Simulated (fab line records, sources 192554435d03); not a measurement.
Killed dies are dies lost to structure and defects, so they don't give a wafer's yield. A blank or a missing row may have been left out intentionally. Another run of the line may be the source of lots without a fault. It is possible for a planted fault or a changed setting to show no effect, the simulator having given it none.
fab line records	flow n5-finfet	part 2 of 2: steps 24 to 36 of 36
record lots=5	wafers=15	last-day=18
route steps=1938 shown PMOS_HMC_CHANNEL_EPI@76 FIN_SAQP@90
lots that met no fault: from a run of the same line without faults
start-h: hours from the record's opening day to when the first of the lot's shown wafers began	wait-h: hours from the lot's prior step to this one	" repeats the value in the row above	L1.1+2: a row that stands for several wafers	- value missing, or start not given	* or withheld: withheld	< > ~ a bound
route shown NAME@n: NAME is a module with steps in the file, n the number in the route of the first one	usual: average and standard deviation across the fault-free wafers	same: alike in all rows	chamber/n: place in a boat	sites: the reading at each site	_std_site: how widely they spread, as a standard deviation	_edge_site: inner sites' mean taken away from outer sites' mean	radius-mm: for every site, how far away it sits from the centre of the wafer	mask NAME#n: copy n	behind: the last tool/chamber to shape the wafer	hold: cause of the lot's hold/its duration in hours/its outcome	device: transistor that didn't switch, given as n, p or np	end of line: the tests these same wafers got at the end of their route	where a step has no rows: the recipe by itself	killed: not the wafer's yield, but the dies lost to structure and defects at the first sort	map: the dies of a wafer, with x for killed, . for not killed, _ for no die there
set.NAME: the setting as run; set.NAME@STEP: as run at that earlier step	model.NAME: the simulator's own value behind a step, which no gauge read
certain route steps with their lots: each step a table, each wafer a row
services: a tool's chamber out of use, with start hour (start-h, from the record's first day; less than 0 if before it), hours out, and reason
## steps
# step N5_FIN_SAQP_PECVD_06
# recipe material=a-Si	target-thk-a=600	temp-c=400	precursor=SiH4/He	pressure-torr=3	rf-w=100	time-s=48.1
# usual heater-power-w=832/88	showerhead-plenum-p-Torr=5.67/0.04	throttle-valve-pct=18.6/0.76
lot.wafer	tool	chamber	start-h	wait-h	heater-power-w	showerhead-plenum-p-Torr	throttle-valve-pct
L080.2	pecvd-03	2	57.36	0.0	784	5.72	17.9
L080.4	"	2	"	"	627	5.72	17.6
L080.6	"	0	"	"	754	5.70	20.4
L089.2	pecvd-04	2	112.15	0.0	910	5.60	18.1
L089.3	"	1	"	"	795	5.66	18.6
L089.4	"	0	"	"	823	5.66	18.6
L093.1	pecvd-03	1	134.94	0.0	860	5.71	18.2
L093.5	"	0	"	"	682	5.70	19.9
L093.6	"	1	"	"	883	5.72	18.2
L096.2	pecvd-01	0	154.36	0.0	912	5.62	17.9
L096.3	"	1	"	"	969	5.69	19.0
L096.4	"	0	"	"	890	5.61	17.9
L097.2	pecvd-03	1	158.98	0.0	916	5.71	18.0
L097.4	"	1	"	"	944	5.70	18.1
L097.6	"	2	"	"	769	5.71	17.7
# step N5_FIN_SAQP_THK_MEAS_07
# usual thk-nm=59.9/0.76
lot.wafer	tool	chamber	start-h	wait-h	thk-nm
L080.2	film-metro-01	-	57.45	0.1	60.4
L080.4	"	-	"	"	61.5
L080.6	"	-	"	"	61.2
L089.2	film-metro-02	-	112.24	0.1	58.7
L089.3	"	-	"	"	59.1
L089.4	"	-	"	"	60.1
L093.1	film-metro-02	-	135.03	0.1	59.8
L093.5	"	-	"	"	61.5
L093.6	"	-	"	"	61.3
L096.2	film-metro-01	-	154.45	0.1	58.8
L096.3	"	-	"	"	58.8
L096.4	"	-	"	"	60.1
L097.2	film-metro-01	-	159.07	0.1	58.6
L097.4	"	-	"	"	59.5
L097.6	"	-	"	"	60.1
# step N5_FIN_SAQP_HM_DEP_72
# recipe material=SiO2	target-thk-a=120	temp-c=400	precursor=SiH4/N2O	pressure-torr=0.75	rf-w=275	time-s=7.2
# usual heater-power-w=759/88	showerhead-plenum-p-Torr=8.17/0.11
lot.wafer	tool	chamber	start-h	wait-h	heater-power-w	showerhead-plenum-p-Torr
L080.2	pecvd-04	2	57.48	0.0	784	7.95
L080.4	"	2	"	"	798	7.96
L080.6	"	0	"	"	691	8.13
L089.2	pecvd-03	0	112.27	0.0	705	8.21
L089.3	"	1	"	"	847	8.27
L089.4	"	0	"	"	736	8.23
L093.1	pecvd-01	0	135.07	0.0	887	8.03
L093.5	"	2	"	"	630	8.08
L093.6	"	0	"	"	888	8.04
L096.2	pecvd-03	0	154.49	0.0	687	8.24
L096.3	"	2	"	"	623	8.30
L096.4	"	0	"	"	671	8.24
L097.2	pecvd-01	0	159.11	0.0	769	8.03
L097.4	"	2	"	"	675	8.08
L097.6	"	1	"	"	937	8.21
# step N5_FIN_SAQP_COAT_49
# recipe resist=SOC	temp-c=250	time-s=60	spin-rpm=1500	resist-thk-nm=100
# usual heater-power-total-W=500.6/1.7
lot.wafer	tool	chamber	start-h	wait-h	heater-power-total-W
L080.2	litho-track-01	0	57.56	0.1	500.9
L080.4	"	0	"	"	502.7
L080.6	"	0	"	"	499.3
L089.2	litho-track-01	0	112.35	0.1	501.1
L089.3	"	0	"	"	500.4
L089.4	"	0	"	"	500.7
L093.1	litho-track-03	0	135.14	0.1	497.6
L093.5	"	0	"	"	500.7
L093.6	"	0	"	"	503.1
L096.2	litho-track-03	0	154.56	0.1	503.3
L096.3	"	0	"	"	499.1
L096.4	"	0	"	"	500.2
L097.2	litho-track-01	0	159.18	0.1	499.9
L097.4	"	0	"	"	502.9
L097.6	"	0	"	"	502.4
# step N5_FIN_SAQP_COAT_50
# recipe resist=SiARC	temp-c=220	time-s=60	spin-rpm=1500	resist-thk-nm=35
# usual heater-power-total-W=427.6/2
lot.wafer	tool	chamber	start-h	wait-h	heater-power-total-W
L080.2	litho-track-01	0	-	-	431.0
L080.4	"	0	"	"	425.2
L080.6	"	0	"	"	426.1
L089.2	litho-track-01	0	-	-	427.0
L089.3	"	0	"	"	426.8
L089.4	"	0	"	"	426.2
L093.1	litho-track-03	0	-	-	430.1
L093.5	"	0	"	"	425.8
L093.6	"	0	"	"	428.7
L096.2	litho-track-03	0	-	-	426.1
L096.3	"	0	"	"	429.2
L096.4	"	0	"	"	428.8
L097.2	litho-track-01	0	-	-	426.3
L097.4	"	0	"	"	430.6
L097.6	"	0	"	"	430.3
# step N5_FIN_SAQP_COAT_10
# recipe resist=CAR-ArF	spin-rpm=1500	resist-thk-nm=90
lot.wafer	tool	chamber	start-h	wait-h
L080.2+4+6	litho-track-01	0	-	-
L089.2+3+4	litho-track-01	0	-	-
L093.1+5+6	litho-track-03	0	-	-
L096.2+3+4	litho-track-03	0	-	-
L097.2+4+6	litho-track-01	0	-	-
# step N5_FIN_SAQP_EBR_12
# recipe solvent=PGMEA	ebr-width-mm=1.5
lot.wafer	tool	chamber	start-h	wait-h
L080.2+4+6	litho-track-01	0	-	-
L089.2+3+4	litho-track-01	0	-	-
L093.1+5+6	litho-track-03	0	-	-
L096.2+3+4	litho-track-03	0	-	-
L097.2+4+6	litho-track-01	0	-	-
# step N5_FIN_SAQP_SOFTBAKE_11
# recipe temp-c=110	time-s=60	resist=CAR-ArF
# usual heater-power-total-W=175.3/1.5
lot.wafer	tool	chamber	start-h	wait-h	heater-power-total-W
L080.2	litho-track-01	0	-	-	177.2
L080.4	"	0	"	"	176.3
L080.6	"	0	"	"	177.3
L089.2	litho-track-01	0	-	-	174.7
L089.3	"	0	"	"	176.9
L089.4	"	0	"	"	175.1
L093.1	litho-track-03	0	-	-	173.1
L093.5	"	0	"	"	176.2
L093.6	"	0	"	"	175.9
L096.2	litho-track-03	0	-	-	173.1
L096.3	"	0	"	"	174.4
L096.4	"	0	"	"	173.4
L097.2	litho-track-01	0	-	-	177.3
L097.4	"	0	"	"	175.8
L097.6	"	0	"	"	173.6
# step N5_FIN_SAQP_EXPOSE_13
# recipe mask-id=FIN_CORE	na=1.35	source-shape=dipole	sigma-inner=0.538	sigma-outer=0.738	polarization=te	target-cd-nm=35.6	dose-mj=63.25
# usual stage-vel-mm-s=500.05/0.3
lot.wafer	tool	chamber	start-h	wait-h	mask	stage-vel-mm-s
L080.2	arfi-scanner-03	0	57.81	-	FIN_CORE#0	500.00
L080.4	"	0	"	"	FIN_CORE#0	500.39
L080.6	"	0	"	"	FIN_CORE#0	500.08
L089.2	arfi-scanner-02	0	112.47	-	FIN_CORE#0	500.05
L089.3	"	0	"	"	FIN_CORE#0	499.99
L089.4	"	0	"	"	FIN_CORE#0	499.43
L093.1	arfi-scanner-02	0	135.39	-	FIN_CORE#0	499.60
L093.5	"	0	"	"	FIN_CORE#0	500.04
L093.6	"	0	"	"	FIN_CORE#0	500.10
L096.2	arfi-scanner-02	0	154.81	-	FIN_CORE#0	499.52
L096.3	"	0	"	"	FIN_CORE#0	499.90
L096.4	"	0	"	"	FIN_CORE#0	499.59
L097.2	arfi-scanner-03	0	159.43	-	FIN_CORE#0	500.31
L097.4	"	0	"	"	FIN_CORE#0	499.77
L097.6	"	0	"	"	FIN_CORE#0	499.96
# step N5_FIN_SAQP_PEB_14
# recipe peb-temp-c=withheld	peb-time-s=60	resist=CAR-ArF
lot.wafer	tool	chamber	start-h	wait-h
L080.2+4+6	litho-track-02	0	57.86	0.0
L089.2+3+4	litho-track-01	0	112.53	0.0
L093.1+5+6	litho-track-02	0	135.45	0.1
L096.2+3+4	litho-track-01	0	154.87	0.0
L097.2+4+6	litho-track-03	0	159.49	0.0
# step N5_FIN_SAQP_DEVELOP_15
# recipe develop-time-s=30	developer=TMAH	resist=CAR-ArF	dev-temp-c=23	rinse-liquid=diw	dry=air-spin
lot.wafer	tool	chamber	start-h	wait-h
L080.2+4+6	litho-track-02	0	-	-
L089.2+3+4	litho-track-01	0	-	-
L093.1+5+6	litho-track-02	0	-	-
L096.2+3+4	litho-track-01	0	-	-
L097.2+4+6	litho-track-03	0	-	-
# step N5_FIN_SAQP_CD_MEAS_16
# recipe target-cd-nm=35.6	landing-energy-ev=500	detector=se-inlens
# usual cd-nm=35.45/0.29
lot.wafer	tool	chamber	start-h	wait-h	cd-nm
L080.2	cd-sem-02	0	57.93	-	35.64
L080.4	"	0	"	"	35.84
L080.6	"	0	"	"	36.07
L089.2	cd-sem-02	0	112.60	-	35.10
L089.3	"	0	"	"	35.60
L089.4	"	0	"	"	35.16
L093.1	cd-sem-02	0	135.51	-	35.44
L093.5	"	0	"	"	35.34
L093.6	"	0	"	"	35.39
L096.2	cd-sem-03	0	154.94	-	35.44
L096.3	"	0	"	"	35.59
L096.4	"	0	"	"	35.61
L097.2	cd-sem-03	0	159.56	-	35.99
L097.4	"	0	"	"	35.56
L097.6	"	0	"	"	35.81
# step N5_FIN_SAQP_OVL_MEAS_17
# recipe points-per-wafer=44
# usual FIN_CORE_OVL=-0.2/0.84
lot.wafer	tool	chamber	start-h	wait-h	FIN_CORE_OVL[nm]
L080.2	overlay-02	0	57.97	0.0	-0.1
L080.4	"	0	"	"	0.6
L080.6	"	0	"	"	-0.1
L089.2	overlay-01	0	112.63	0.0	-0.5
L089.3	"	0	"	"	0.1
L089.4	"	0	"	"	-0.7
L093.1	overlay-01	0	135.55	0.0	0.3
L093.5	"	0	"	"	0.8
L093.6	"	0	"	"	-0.3
L096.2	overlay-02	0	154.97	0.0	0.2
L096.3	"	0	"	"	0.8
L096.4	"	0	"	"	1.3
L097.2	overlay-01	0	159.59	0.0	-0.3
L097.4	"	0	"	"	0.3
L097.6	"	0	"	"	0.6
## services
tool	chamber	start-h	hours	kind
epi-rpcvd-02	-	37.61	0.5	pm
pecvd-01	2	41.86	2.9	repair
ald-sin-03	-	47.30	2.8	pm
cmp-01	-	50.54	4.0	pm
wet-bench-04	-	52.58	2.1	repair
cmp-02	-	54.81	2.2	repair
cmp-01	-	56.40	1.8	repair
arfi-scanner-02	-	59.81	0.8	repair
cmp-02	-	61.05	2.4	repair
arfi-scanner-03	-	62.29	1.0	pm
arfi-scanner-03	-	64.30	1.0	pm
epi-rpcvd-02	-	69.64	1.3	repair
wet-bench-03	-	78.69	1.1	repair
ald-sin-03	-	85.25	14.0	pm
ald-sin-03	3	101.40	10.0	repair
ald-sin-03	0	108.39	8.2	repair
arfi-scanner-02	-	114.21	1.0	pm
epi-rpcvd-02	-	118.56	4.1	repair
arfi-scanner-02	-	121.88	0.8	pm
arfi-scanner-02	-	137.52	1.8	repair
epi-rpcvd-04	-	138.19	8.1	pm
arfi-scanner-02	-	146.36	1.3	pm
epi-rpcvd-02	-	151.05	1.2	repair
pecvd-04	-	154.32	2.8	pm
